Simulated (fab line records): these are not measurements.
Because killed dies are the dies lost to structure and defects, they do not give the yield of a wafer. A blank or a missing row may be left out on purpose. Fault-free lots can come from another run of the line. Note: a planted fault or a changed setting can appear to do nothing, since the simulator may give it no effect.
What tool caused it?	flow nand harc	36 wafers from 12 lots sampled at 5 of the route's 1302 steps

## WHAT THE GAUGES SHOWED, per wafer
NHARC_END_SORT_01. Usual: killed at array 56, standard deviation 17; killed at other 1.2, standard deviation 1.4; killed at periphery 4, standard deviation 3.2; killed dies 61, standard deviation 16; killed open 3.6, standard deviation 2.1; killed short 2.7, standard deviation 1.8.
lot	measured	on	killed at array	killed at other	killed at periphery	killed dies	killed open	killed short	flag
L602	day 29 12:08	prober-01	466 80 77	0 2 0	4 3 2	470 85 79	5 1 4	3 3 2	OFF

## EACH LOT AND THE TOOL THAT RAN IT (in order: tool; ch and the chambers of the sampled wafers; start)
lot	NHARC_A_STAIRCASE_STRIP_171	NHARC_A_STAIRCASE_TRIM_14	NHARC_A_STAIRCASE_ETCH_15	NHARC_A_STAIRCASE_TRIM_24
L591	plasma asher-02 ch 0,1, day 15 13:02	rie diel-08 ch 0,1,3, day 15 16:33 or earlier	rie diel-08 ch 0,1, day 15 16:33 or earlier	rie diel-12 ch 2,3, day 15 16:33
L593	plasma asher-01 ch 0,1, day 16 08:38	rie diel-07 ch 0,2,3, day 16 11:55 or earlier	rie diel-07 ch 1,2,3, day 16 11:55 or earlier	rie diel-07 ch 0,1,3, day 16 11:55
L592	plasma asher-02 ch 1, day 16 09:05	rie diel-12 ch 0,1, day 16 12:19 or earlier	rie diel-12 ch 2,3, day 16 12:19 or earlier	rie diel-12 ch 0,1,3, day 16 12:19
L594	plasma asher-01 ch 1, day 17 00:11	rie diel-07 ch 1,3, day 17 03:29 or earlier	rie diel-07 ch 1,2, day 17 03:29 or earlier	rie diel-07 ch 1,2,3, day 17 03:29
L598	plasma asher-01 ch 0,1, day 18 22:49	rie diel-08 ch 1,3, day 19 02:02 or earlier	rie diel-08 ch 1,2,3, day 19 02:02 or earlier	rie diel-08 ch 1,2, day 19 02:02
L602	plasma asher-02 ch 0,1, day 20 05:57	rie diel-12 ch 0,1, day 20 09:24 or earlier	rie diel-12 ch 2,3, day 20 09:24 or earlier	rie diel-07 ch 0,2,3, day 20 09:24
L606	plasma asher-01 ch 0,1, day 21 17:41	rie diel-12 ch 1,3, day 21 20:45 or earlier	rie diel-12 ch 2,3, day 21 20:45 or earlier	rie diel-12 ch 0,1, day 21 20:45
L608	plasma asher-02 ch 0,1, day 23 00:10	rie diel-12 ch 0,1, day 23 03:43 or earlier	rie diel-12 ch 1,2,3, day 23 03:43 or earlier	rie diel-12 ch 0,1,3, day 23 03:43
L611	plasma asher-02 ch 0,1, day 23 22:40	rie diel-12 ch 0,1,2, day 24 02:07 or earlier	rie diel-12 ch 0,1, day 24 02:07 or earlier	rie diel-12 ch 0,1,2, day 24 02:07
L613	plasma asher-02 ch 0,1, day 24 18:22	rie diel-12 ch 0,1,3, day 24 21:47 or earlier	rie diel-12 ch 0,1,2, day 24 21:47 or earlier	rie diel-07 ch 0,1,2, day 24 21:47
L612	plasma asher-01 ch 0,1, day 24 18:38	rie diel-12 ch 1,2, day 24 21:59 or earlier	rie diel-12 ch 0,3, day 24 21:59 or earlier	rie diel-07 ch 0,2,3, day 24 21:59
L614	plasma asher-01 ch 0,1, day 25 22:01	rie diel-12 ch 0,3, day 26 01:07 or earlier	rie diel-12 ch 1,3, day 26 01:07 or earlier	rie diel-12 ch 0,3, day 26 01:07
- NHARC_A_STAIRCASE_STRIP_171: strips in O2.
- NHARC_A_STAIRCASE_TRIM_14: chemistry O2, time 211.2 s.
- NHARC_A_STAIRCASE_ETCH_15: etches the open film in C4F8/O2, target depth 100 nm, time 40.5 s.
- NHARC_A_STAIRCASE_TRIM_24: chemistry O2, time 211.2 s.

## WHAT THE TOOLS THEMSELVES READ (means of the sampled wafers that have a number; where no wafer has one, the mark that the record gives instead)
NHARC_A_STAIRCASE_STRIP_171. Usual: drypump motor current A 5.9 A, standard deviation 0.48; heater power w 357 W, standard deviation 34.
lot	tool	drypump motor current A (A)	heater power w (W)	flag
L591	plasma asher-02	5.6	385	
L593	plasma asher-01	6.1	327	
L592	plasma asher-02	5.7	390	
L594	plasma asher-01	5.8	328	
L598	plasma asher-01	6.1	326	
L602	plasma asher-02	5.6	388	
L606	plasma asher-01	6.3	323	
L608	plasma asher-02	5.6	393	
L611	plasma asher-02	5.5	398	
L613	plasma asher-02	5.4	391	
L612	plasma asher-01	6.4	318	
L614	plasma asher-01	6.1	314	

NHARC_A_STAIRCASE_TRIM_14. Usual: drypump motor current A 5.9 A, standard deviation 0.33; oes product au 0.998 a.u., standard deviation 0.012; rf vpp V 57.7 V, standard deviation 0.9; run length s 232.5 s, standard deviation 0.55; showerhead plenum p Torr 3.49 Torr, standard deviation 0.12; throttle valve pct 17.037 %, standard deviation 0.0097.
lot	tool	drypump motor current A (A)	oes product au (a.u.)	rf vpp V (V)	run length s (s)	showerhead plenum p Torr (Torr)	throttle valve pct (%)	flag
L591	rie diel-08	5.9	0.992	56.8	232.3	3.46	17.037	
L593	rie diel-07	5.6	1.000	58.0	233.2	3.46	17.043	
L592	rie diel-12	5.7	0.983	58.2	232.4	3.45	17.037	
L594	rie diel-07	5.4	0.999	57.3	233.1	3.38	17.040	
L598	rie diel-08	6.1	1.004	58.2	231.9	3.58	17.044	
L602	rie diel-12	5.7	0.993	57.5	232.8	3.43	17.039	
L606	rie diel-12	5.9	0.980	57.6	233.0	3.53	17.034	
L608	rie diel-12	5.7	0.994	57.5	232.7	3.40	17.033	
L611	rie diel-12	5.7	1.007	56.8	232.3	3.46	17.045	
L613	rie diel-12	5.8	0.997	58.0	232.5	3.46	17.041	
L612	rie diel-12	5.7	0.997	58.2	232.0	3.51	17.041	
L614	rie diel-12	5.9	0.995	58.1	232.7	3.53	17.035	

NHARC_A_STAIRCASE_ETCH_15. Usual: oes product au 0.941 a.u., standard deviation 0.012; rf vpp V 895 V, standard deviation 4.4.
lot	tool	oes product au (a.u.)	rf vpp V (V)	flag
L591	rie diel-08	0.945	889	
L593	rie diel-07	0.951	893	
L592	rie diel-12	0.951	899	
L594	rie diel-07	0.948	895	
L598	rie diel-08	0.942	897	
L602	rie diel-12	0.932	898	
L606	rie diel-12	0.951	899	
L608	rie diel-12	0.921	896	
L611	rie diel-12	0.934	891	
L613	rie diel-12	0.938	893	
L612	rie diel-12	0.926	897	
L614	rie diel-12	0.937	892	

NHARC_A_STAIRCASE_TRIM_24. Usual: drypump motor current A 5.8 A, standard deviation 0.41; oes product au 0.999 a.u., standard deviation 0.012; rf vpp V 57.6 V, standard deviation 0.98; run length s 232.7 s, standard deviation 0.61; showerhead plenum p Torr 3.47 Torr, standard deviation 0.1; throttle valve pct 17.036 %, standard deviation 0.0085.
lot	tool	drypump motor current A (A)	oes product au (a.u.)	rf vpp V (V)	run length s (s)	showerhead plenum p Torr (Torr)	throttle valve pct (%)	flag
L591	rie diel-12	5.9	0.992	58.4	232.5	3.63	17.042	
L593	rie diel-07	5.7	0.993	57.7	233.1	3.42	17.032	
L592	rie diel-12	5.8	1.000	57.5	232.8	3.50	17.033	
L594	rie diel-07	5.7	1.003	57.7	233.2	3.43	17.037	
L598	rie diel-08	5.6	1.011	57.4	232.2	3.48	17.032	
L602	rie diel-07	5.5	1.003	58.5	212.8	3.45	17.033	OFF
L606	rie diel-12	5.7	0.989	57.2	232.6	3.42	17.029	
L608	rie diel-12	5.8	0.993	58.1	232.7	3.47	17.032	
L611	rie diel-12	5.8	0.996	57.7	232.1	3.46	17.031	
L613	rie diel-07	6.1	1.008	56.0	233.3	3.44	17.030	
L612	rie diel-07	5.5	1.007	57.5	233.0	3.43	17.034	
L614	rie diel-12	5.9	0.991	57.4	233.0	3.53	17.033	

## THE ANSWER, worked out from the rows above alone
Rule: a lot counts as off when the mean over its wafers that have a number is more than 3 standard deviations away from the usual mean. Also off: a lot with no number at a reading for which 4 or more lots have one. All remaining lots with rows at the step are treated as sound. The gauges are gone through in route order, then the tools' own readings, and for those a lot's mean is taken as printed above. At the first step where some lot is off, the reading lying furthest off is the one used; lots without a number count as furthest.
Off at NHARC_END_SORT_01 (killed dies): L602. Neither off nor sound, because the step has no rows for them: L591, L593, L592, L594, L598, L606, L608, L611, L613, L612, L614.
A tool fits if, at a process step before that reading, it ran every lot that is off, and no sound lot after the first of them. The gauges at NHARC_END_SORT_01 aren't tried: what is off there is off at NHARC_A_STAIRCASE_TRIM_24 too, on other tools, and a gauge's error can't cause that. Because NHARC_A_STAIRCASE_TRIM_14 lacks a start for some lots, the hours and order of its lots are taken from NHARC_A_STAIRCASE_TRIM_24. Because NHARC_A_STAIRCASE_ETCH_15 lacks a start for some lots, the hours and order of its lots are taken from NHARC_A_STAIRCASE_TRIM_24. Can't be told from this: 3 tools fit, plasma asher-02 at NHARC_A_STAIRCASE_STRIP_171, rie diel-12 at NHARC_A_STAIRCASE_TRIM_14 and NHARC_A_STAIRCASE_ETCH_15, rie diel-07 at NHARC_A_STAIRCASE_TRIM_24.

## WHAT THE SIMULATOR HAD INSERTED
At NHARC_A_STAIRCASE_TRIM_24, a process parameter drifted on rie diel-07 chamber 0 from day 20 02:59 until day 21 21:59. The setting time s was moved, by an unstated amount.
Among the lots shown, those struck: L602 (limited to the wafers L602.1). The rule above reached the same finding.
